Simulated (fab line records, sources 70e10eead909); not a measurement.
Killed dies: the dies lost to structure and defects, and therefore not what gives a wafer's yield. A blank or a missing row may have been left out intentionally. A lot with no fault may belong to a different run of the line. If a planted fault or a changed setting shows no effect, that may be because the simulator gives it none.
Matching of chambers / flow nand_harc / 4 sister chambers for NHARC_A_BONDPAD_CMP_29 on cmp-01
The step polishes SiCN, target thk 200 nm. 4 wafers are shown with their chamber, then 12 later ones without.

== WAFERS, EACH WITH ITS CHAMBER ==
wafer=L087.3; chamber=1; motor_current_A (A)=15.1
wafer=L087.1; chamber=2; motor_current_A (A)=10.9
wafer=L090.4; chamber=0; motor_current_A (A)=12.2
wafer=L090.5; chamber=3; motor_current_A (A)=11.6

== WAFERS WHOSE CHAMBER IS MISSING ==
wafer=L091.1; motor_current_A (A)=11.9
wafer=L091.3; motor_current_A (A)=14.9
wafer=L091.5; motor_current_A (A)=14.5
wafer=L096.2; motor_current_A (A)=10.4
wafer=L096.4; motor_current_A (A)=11.3
wafer=L096.5; motor_current_A (A)=12.6
wafer=L096.1; motor_current_A (A)=12.1
wafer=L096.3; motor_current_A (A)=15.3
wafer=L096.6; motor_current_A (A)=10.7
wafer=L095.4; motor_current_A (A)=11.8
wafer=L095.5; motor_current_A (A)=11.5
wafer=L095.6; motor_current_A (A)=12.0

== WHICH CHAMBER EACH WENT THROUGH ==
wafer=L091.1; from the rows above=can't be placed: 0 or 3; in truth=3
wafer=L091.3; from the rows above=1; in truth=1
wafer=L091.5; from the rows above=1; in truth=1
wafer=L096.2; from the rows above=2; in truth=2
wafer=L096.4; from the rows above=can't be placed: 3 or 2 or 0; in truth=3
wafer=L096.5; from the rows above=can't be placed: 0 or 3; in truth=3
wafer=L096.1; from the rows above=can't be placed: 0 or 3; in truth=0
wafer=L096.3; from the rows above=1; in truth=1
wafer=L096.6; from the rows above=2; in truth=2
wafer=L095.4; from the rows above=can't be placed: 3 or 0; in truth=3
wafer=L095.5; from the rows above=can't be placed: 3 or 2 or 0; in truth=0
wafer=L095.6; from the rows above=can't be placed: 0 or 3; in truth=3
Correctly placed: 5 of 12. These rows do not allow placing 7 (true chamber among the candidates in 7). 0 placed wrongly.
How it was worked out, from the rows above alone: a wafer's distance from a chamber is the root of the sum, over the readings, of the square of ((its reading less the chamber's mean) divided by the reading's scatter). The wafer belongs to the nearest chamber; if the next one is less than 2 further off, it can't be placed. The mean given for a chamber averages the wafers shown for that chamber. The scatter (one wafer shown for each chamber): square how far every hidden wafer sits from the nearest shown wafer, average those squares and take the square root.
